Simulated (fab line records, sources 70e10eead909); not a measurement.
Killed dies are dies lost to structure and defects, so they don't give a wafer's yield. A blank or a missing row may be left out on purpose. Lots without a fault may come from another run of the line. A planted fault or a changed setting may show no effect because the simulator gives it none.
A struck lot beside a sound one | flow nand_harc | 12 steps out of a route of 1159
Sound: wafers L779.2, L779.4, L779.5. Struck: wafers L791.1, L791.2, L791.3. The cause comes at the end.
At each step with rows: each side's tool, then ch and its chambers, then its first start. Under that, the readings that differ: sound wafers | struck wafers | difference of the means | sigmas: that difference in standard deviations of wafers without a fault.
alike: readings whose means differ by less than 2 such deviations, and words and numbers that are the same on both sides. not compared: withheld readings, readings that some wafer has no value for, bounds like >300 that may hide the same value, and numbers for which the record gives no deviation and whose values overlap.
The two part at a step that has a row with sigmas, a row that says differs or no value, or rows on one side only. Numbers that don't overlap but have no deviation are shown without sigmas and don't part them. A reading that every wafer of one side lacks parts them only if that side has two wafers or more.

NHARC_P_START_INSPECT_01:
  sound on defect_inspect-02, day 3 00:02; struck on defect_inspect-01, day 6 00:02
  alike: raw_defect_count
then, 9 steps without rows for these wafers: NHARC_P_ZERO_WELL_PRECLEAN_00 (cleans in SPM, time 600 s); NHARC_P_ZERO_WELL_SRD_01; NHARC_P_ZERO_WELL_PECVD_02 (deposits SiO2, target thk 10 nm); NHARC_P_ZERO_WELL_DEHYDRATE_03 (time 120 s); NHARC_P_ZERO_WELL_HMDS_04 (time 30 s); NHARC_P_ZERO_WELL_COAT_64 (time 65 s); NHARC_P_ZERO_WELL_COAT_05 (resist thk 600 nm); NHARC_P_ZERO_WELL_SOFTBAKE_06 (time 70 s); NHARC_P_ZERO_WELL_EBR_07.
NHARC_P_ZERO_WELL_EXPOSE_08: exposes mask P ZERO, target cd 500 nm.
  sound on krf_scanner-04 ch 0, day 3 01:05; struck on krf_scanner-01, day 6 01:16
  no value came back on the struck wafers for exposure_dose_mJ_cm2, focus_offset_nm (nm); on the sound wafers exposure_dose_mJ_cm2 reads 33.76 33.82 33.78
  alike: mask
then, 1 step without rows for these wafers: NHARC_P_ZERO_WELL_PEB_09 (peb time 80 s).

WHERE THEY PART
Only at NHARC_P_ZERO_WELL_EXPOSE_08, within this record.

WHY: what the simulator had put in
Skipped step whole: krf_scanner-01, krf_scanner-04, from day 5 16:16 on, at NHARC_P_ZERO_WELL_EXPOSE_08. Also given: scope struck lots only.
